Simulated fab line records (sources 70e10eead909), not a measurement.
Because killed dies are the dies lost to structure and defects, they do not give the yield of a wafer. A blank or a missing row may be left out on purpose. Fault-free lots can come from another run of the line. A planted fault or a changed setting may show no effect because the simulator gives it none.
What tool caused it?    flow nand-harc    6 lots with 18 wafers sampled at 3 steps, on a route of 1302 steps

WHAT THE GAUGES READ, wafer by wafer
NHARC_A_ONON_D2_THK_MEAS_18: measures by ellipsometry.
lot   measured      on             thk-nm (nm)
L283  day 13 02:28  film-metro-01  998 997 998
L284  day 14 03:49  film-metro-01  993 991 993
L287  day 14 23:48  film-metro-01  1013 1012 1011
L290  day 16 04:00  film-metro-01  1012 1012 1011
L300  day 20 09:19  film-metro-01  986 987 987
L302  day 21 03:47  film-metro-02  1534 1534 1534

WHICH TOOL RAN EACH LOT (tool, then ch and the chambers of the sampled wafers, then the start)
lot   NHARC_A_DECK1_JOINT_ETCHBACK_07   NHARC_A_ONON_D2_DEP_16
L283  rie-si-06 ch 0,2,3, day 11 07:18  pecvd-onon-03 ch 0, day 13 01:57
L284  rie-si-04 ch 0,1,2, day 12 00:52  pecvd-onon-03 ch 0, day 14 03:19
L287  rie-si-01 ch 0,1,3, day 12 22:37  pecvd-onon-01 ch 0, day 14 23:18
L290  rie-si-01 ch 2,3, day 14 04:26    pecvd-onon-01 ch 0, day 16 03:33
L300  rie-si-04 ch 2,3, day 18 11:14    pecvd-onon-01 ch 0, day 20 08:48
L302  rie-si-01 ch 0,1, day 19 07:19    pecvd-onon-02 ch 0, day 21 03:19
- NHARC_A_DECK1_JOINT_ETCHBACK_07: etches the open film in HBr, target depth 105 nm, time 26.9 s.
- NHARC_A_ONON_D2_DEP_16: target thk 1000 nm.

THE ANSWER, worked out from the rows above alone
Rule: what is usual is taken from the lots themselves. Put in order of their means at a reading, lots are off if they are a third of the lots or fewer, leave a main group of 4 or more, and stand apart from it by a gap of 3 or more times the standard deviation of the main group's means; of several such gaps the widest counts. Not used: any main group whose means are identical at the precision the tables above print for the reading. Also off: a lot with no number at a reading for which 4 or more lots have one. Where the step has rows for the other lots, those lots are counted as sound.
Off: L302 (NHARC_A_ONON_D2_THK_MEAS_18, thk-nm). Main group: mean 1000 nm, sd 10.
A tool fits if, at a process step before that reading, it ran every lot that is off, and no sound lot after the first of them. Gauges at NHARC_A_ONON_D2_THK_MEAS_18: tried the same way as those tools. Can't be told from this: 3 tools fit, rie-si-01 at NHARC_A_DECK1_JOINT_ETCHBACK_07, pecvd-onon-02 at NHARC_A_ONON_D2_DEP_16, film-metro-02 at NHARC_A_ONON_D2_THK_MEAS_18.

WHAT THE SIMULATOR PUT IN
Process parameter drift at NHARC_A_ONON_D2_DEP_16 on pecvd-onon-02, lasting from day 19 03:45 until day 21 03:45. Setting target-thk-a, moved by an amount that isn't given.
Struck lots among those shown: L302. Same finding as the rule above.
